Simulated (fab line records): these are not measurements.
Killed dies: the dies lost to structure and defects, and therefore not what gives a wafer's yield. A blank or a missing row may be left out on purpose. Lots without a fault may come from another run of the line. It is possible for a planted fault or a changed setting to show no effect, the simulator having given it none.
Matching of chambers :: flow n5 finfet :: N5_SPACER0_ALD_00 on ald sin-03 has 4 sister chambers
The step deposits SiOCN, target thk 3.5 nm, pulse time 3 s, purge time 2 s. 8 wafers are shown with their chamber, then 9 later ones without.

## EACH WAFER AND ITS CHAMBER
wafer: L083.1
chamber: 2
heater power w (W): 816
precursor pulse height rel: 0.982

wafer: L083.2
chamber: 3
heater power w (W): 829
precursor pulse height rel: 0.980

wafer: L083.6
chamber: 2
heater power w (W): 850
precursor pulse height rel: 0.993

wafer: L086.4
chamber: 1
heater power w (W): 792
precursor pulse height rel: 0.978

wafer: L086.6
chamber: 0
heater power w (W): 751
precursor pulse height rel: 0.994

wafer: L087.1
chamber: 1
heater power w (W): 803
precursor pulse height rel: 1.016

wafer: L087.2
chamber: 3
heater power w (W): 830
precursor pulse height rel: 0.998

wafer: L087.3
chamber: 0
heater power w (W): 755
precursor pulse height rel: 0.996

## WAFERS WITHOUT THEIR CHAMBER
wafer: L087.4
heater power w (W): 826
precursor pulse height rel: 1.002

wafer: L087.5
heater power w (W): 794
precursor pulse height rel: 1.000

wafer: L087.6
heater power w (W): 767
precursor pulse height rel: 0.988

wafer: L096.2
heater power w (W): 844
precursor pulse height rel: 1.016

wafer: L096.3
heater power w (W): 820
precursor pulse height rel: 1.043

wafer: L096.5
heater power w (W): 828
precursor pulse height rel: 0.978

wafer: L097.1
heater power w (W): 749
precursor pulse height rel: 1.039

wafer: L097.2
heater power w (W): 828
precursor pulse height rel: 1.007

wafer: L097.3
heater power w (W): 842
precursor pulse height rel: 0.966

## EACH ONE'S CHAMBER
wafer: L087.4
from the rows above: can't be placed: 3 or 2 or 1
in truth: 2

wafer: L087.5
from the rows above: 1
in truth: 1

wafer: L087.6
from the rows above: can't be placed: 0 or 1
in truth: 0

wafer: L096.2
from the rows above: can't be placed: 2 or 3 or 1
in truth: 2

wafer: L096.3
from the rows above: can't be placed: 1 or 3 or 2
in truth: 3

wafer: L096.5
from the rows above: can't be placed: 3 or 2 or 1
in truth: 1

wafer: L097.1
from the rows above: can't be placed: 0 or 1
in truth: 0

wafer: L097.2
from the rows above: can't be placed: 3 or 2 or 1
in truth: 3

wafer: L097.3
from the rows above: can't be placed: 2 or 3
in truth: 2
Placed correctly: 1 of 9. From these rows, 8 cannot be placed; in 8 the true chamber is one of the candidates. Wrongly placed: 0.
How it was worked out, from the rows above alone: a wafer's distance from a chamber is the root of the sum, over the readings, of the square of ((its reading less the chamber's mean) divided by the reading's scatter). The wafer belongs to the nearest chamber; if the next one is less than 2 further off, it can't be placed. For every chamber, the mean is computed from those of its wafers that are shown. How the scatter is found: for the shown wafers, subtract from each reading the mean of its chamber, square and add these, divide the total by (wafers less chambers), then take the root.
